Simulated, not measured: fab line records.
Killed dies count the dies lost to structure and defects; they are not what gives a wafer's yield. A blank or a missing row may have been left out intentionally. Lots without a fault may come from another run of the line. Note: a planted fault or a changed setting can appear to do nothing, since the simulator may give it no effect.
Struck lot and sound lot, side by side || flow n5_finfet || 15 out of 1938 route steps
Sound: these wafers, L303.1, L303.2, L303.6. Wafers L312.4, L312.5 were the ones struck. The cause comes at the end.
Order at every step that has rows: each side's tool, ch and its chambers, its first start. Under that, the readings that differ: sound wafers || struck wafers || difference of the means || sigmas: that difference in standard deviations of wafers without a fault.
alike: a reading whose means differ by less than 2 such deviations, as well as words and numbers matching on both sides. not compared: withheld readings; readings where some wafer has no value; bounds like >300 that might hide an equal value; numbers whose values overlap and for which the record gives no deviation.
The two part at a step that has a row with sigmas, a row that says differs or no value, or rows on one side only. When numbers do not overlap yet have no deviation, they are printed without sigmas and do not part them. A reading missing from all wafers of one side parts the sides only when that side holds two or more wafers.

first, 7 steps without rows for these wafers: N5_BEOL_M11_COAT_64 (time 60 s, resist thk 30 nm); N5_BEOL_M11_COAT_22 (resist thk 90 nm); N5_BEOL_M11_EBR_24; N5_BEOL_M11_SOFTBAKE_23 (time 60 s); N5_BEOL_M11_EXPOSE_25 (exposes mask V10); N5_BEOL_M11_PEB_26 (peb time 60 s); N5_BEOL_M11_DEVELOP_27 (develop time 30 s).
N5_BEOL_M11_CD_MEAS_28: target cd 70 nm.
  sound on cd_sem-02 ch 0, day 10 12:47; struck on cd_sem-01 ch 0, day 13 12:39
{"reading": "cd_nm (nm)", "sound": "69.3 70.0 67.6", "struck": "71.8 72.5", "difference": "+3.2", "sigmas": "+3"}
N5_BEOL_M11_OVL_MEAS_29:
  sound on overlay-01 ch 0, day 10 12:49; struck on overlay-01 ch 0, day 13 12:41
  alike: V10_OVL
N5_BEOL_M11_INSPECT_30: inspects for defects (brightfield).
  sound on defect_inspect-02 at day 10 12:50; struck on defect_inspect-01 at day 13 12:42
  alike: raw_defect_count
N5_BEOL_M11_DESCUM_33: chemistry O2, time 7.9 s.
  sound on rie_diel-05 ch 1,3, day 10 12:52; struck on rie_diel-06 ch 1,3, day 13 12:45
  alike: drypump_motor_current_A, oes_product_au, rf_vpp_V, showerhead_plenum_p_Torr, throttle_valve_pct
  not compared: rf_hours_counter_h
N5_BEOL_M11_ETCH_65: etches SiARC in CF4, target depth 39 nm, time 65 s.
  sound on rie_diel-05 ch 1,3, day 10 12:55; struck on rie_diel-06 ch 1,3, day 13 12:47
  alike: drypump_motor_current_A, etch_rf_on_time_s, oes_product_au, rf_vpp_V, showerhead_plenum_p_Torr, throttle_valve_pct
  not compared: rf_hours_counter_h
N5_BEOL_M11_ETCH_66: etches SOC in N2/H2, target depth 120 nm, overetch 24 nm, time 180 s.
  sound on rie_diel-05 ch 1,3, day 10 12:58; struck on rie_diel-06 ch 1,3, day 13 12:52
{"reading": "oes_product_au (a.u.)", "sound": "0.57 0.62 0.57", "struck": "0.94 0.85", "difference": "+0.31", "sigmas": "+4"}
{"reading": "run_length_s (s)", "sound": "203.5 203.4 203.6", "struck": "165.0 165.0", "difference": -38.5, "sigmas": "-99 or more"}
{"reading": "model.SiARC_of_BEOL_M11_COAT_64.thk_nm (nm)", "sound": "22.8 22.6 22.8", "struck": "24 24", "difference": "+1", "sigmas": ""}
  alike: drypump_motor_current_A, rf_vpp_V, showerhead_plenum_p_Torr, throttle_valve_pct
  not compared: rf_hours_counter_h
then, 1 step without rows for these wafers: N5_BEOL_M11_STRIP_69 (strips in N2/H2).
N5_PASSIVATION_PROBE_49:
  sound wafers here have rows in the record (prober-02, day 12 14:34); struck ones have none

== WHERE THEY PART ==
At N5_BEOL_M11_CD_MEAS_28 first; at N5_PASSIVATION_PROBE_49 last (within this record only).

WHY: what the simulator had put in
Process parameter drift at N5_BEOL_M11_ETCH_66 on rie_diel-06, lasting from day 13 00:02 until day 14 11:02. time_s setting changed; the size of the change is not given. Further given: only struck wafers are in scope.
